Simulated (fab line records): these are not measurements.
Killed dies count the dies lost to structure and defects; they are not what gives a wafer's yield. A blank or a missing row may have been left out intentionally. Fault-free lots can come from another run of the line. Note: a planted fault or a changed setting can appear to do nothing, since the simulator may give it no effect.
A struck lot beside a sound one | flow nand_harc | 13 out of 1159 route steps
Sound: the wafers L197.1, L197.3, L197.6. Struck: wafer L217.2 (L217.3, L217.4, from the same lot, were not struck and are left out); the cause is given at the end.
At each step with rows: each side's tool, then ch and its chambers, then its first start. Under that, the readings that differ: sound wafers | struck wafers | difference of the means | sigmas: that difference in standard deviations of wafers without a fault.
alike: a reading whose means differ by less than 2 such deviations, as well as words and numbers matching on both sides. not compared: withheld readings; readings where some wafer has no value; bounds like >300 that might hide an equal value; numbers whose values overlap and for which the record gives no deviation.
Wherever a step has rows on one side only, a row that says differs or no value, or a row with sigmas, the two part there. Numbers that don't overlap but have no deviation are shown without sigmas and don't part them. A reading that every wafer of one side lacks parts them only if that side has two wafers or more.

NHARC_A_SLIT_ETCH_29: etches the open film in CF4/O2, target depth 100 nm, overetch 10 nm, time 55 s.
  sound on rie_diel-13 ch 2,3, day 14 07:56; struck on rie_diel-02 ch 0, day 19 04:37
  reading               | sound             | struck | difference | sigmas
  oes_ar_750_au (a.u.)  | 1.002 0.988 0.993 | 1.004  | +0.010     | +2
  oes_product_au (a.u.) | 0.980 0.998 0.996 | 1.010  | +0.019     | +3
  alike: drypump_motor_current_A, rf_fwd_power_W, rf_vpp_V, showerhead_plenum_p_Torr, throttle_valve_pct
  not compared: rf_hours_counter_h
NHARC_A_SLIT_STRIP_18: strips in O2.
  sound on rie_diel-13 ch 0,1,2; struck on rie_diel-02 ch 0
  alike: drypump_motor_current_A, oes_product_au, rf_vpp_V, showerhead_plenum_p_Torr, throttle_valve_pct
  not compared: rf_hours_counter_h
then, 2 steps without rows for these wafers: NHARC_A_SLIT_PRECLEAN_19 (cleans in SC1); NHARC_A_SLIT_SRD_20.
NHARC_A_SLIT_CD_MEAS_21:
  sound: cd_sem-02 at day 14 08:29; struck: cd_sem-02 at day 19 05:10
  alike: cd_nm
then, 3 steps without rows for these wafers: NHARC_A_SIN_REMOVE_WET_00 (chemistry H3PO4, time 15300 s); NHARC_A_SIN_REMOVE_PRECLEAN_01 (cleans in SC1); NHARC_A_SIN_REMOVE_SRD_02.
NHARC_A_SIN_REMOVE_INSPECT_04:
  sound: defect_inspect-01 at day 14 14:33; struck: defect_inspect-01 at day 19 12:52
  alike: raw_defect_count
NHARC_A_WL_FILL_ALD_00: deposits Al2O3, target thk 3 nm, pulse time 3 s, ald cycles 30.
  sound on ald_hk-02 ch 1,3, day 14 14:46; struck on ald_hk-02 ch 0, day 19 13:22
  alike: heater_power_w, precursor_pulse_height_rel
  not compared: ald_cycles
NHARC_A_WL_FILL_RTA_01: time 5 s.
  sound on rtp_anneal-01 ch 0, day 14 15:02; struck on rtp_anneal-01 ch 0, day 19 13:49
  alike: lamp_power_pct, lamp_zone_2_pct, wafer_temp_C_max
NHARC_A_WL_FILL_ALD_02: deposits TiN, target thk 2 nm, pulse time 3 s, ald cycles 100.
  sound on ald_metal-04 ch 0,1,3, day 14 15:17; struck on ald_metal-03 ch 0, day 19 14:02
  reading    | sound       | struck | difference | sigmas
  ald_cycles | 100 100 100 | 141    | +41        |
  alike: heater_power_w, precursor_pulse_height_rel
following that, these wafers have no rows for 1 step: NHARC_END_SORT_01.

== WHERE THEY PART ==
NHARC_A_SLIT_ETCH_29 only, going by this record. Later steps at which nothing parts them and some readings are alike: NHARC_A_SLIT_STRIP_18, NHARC_A_SLIT_CD_MEAS_21, NHARC_A_SIN_REMOVE_INSPECT_04, NHARC_A_WL_FILL_ALD_00, NHARC_A_WL_FILL_RTA_01, NHARC_A_WL_FILL_ALD_02.

WHY: whatever the simulator had introduced
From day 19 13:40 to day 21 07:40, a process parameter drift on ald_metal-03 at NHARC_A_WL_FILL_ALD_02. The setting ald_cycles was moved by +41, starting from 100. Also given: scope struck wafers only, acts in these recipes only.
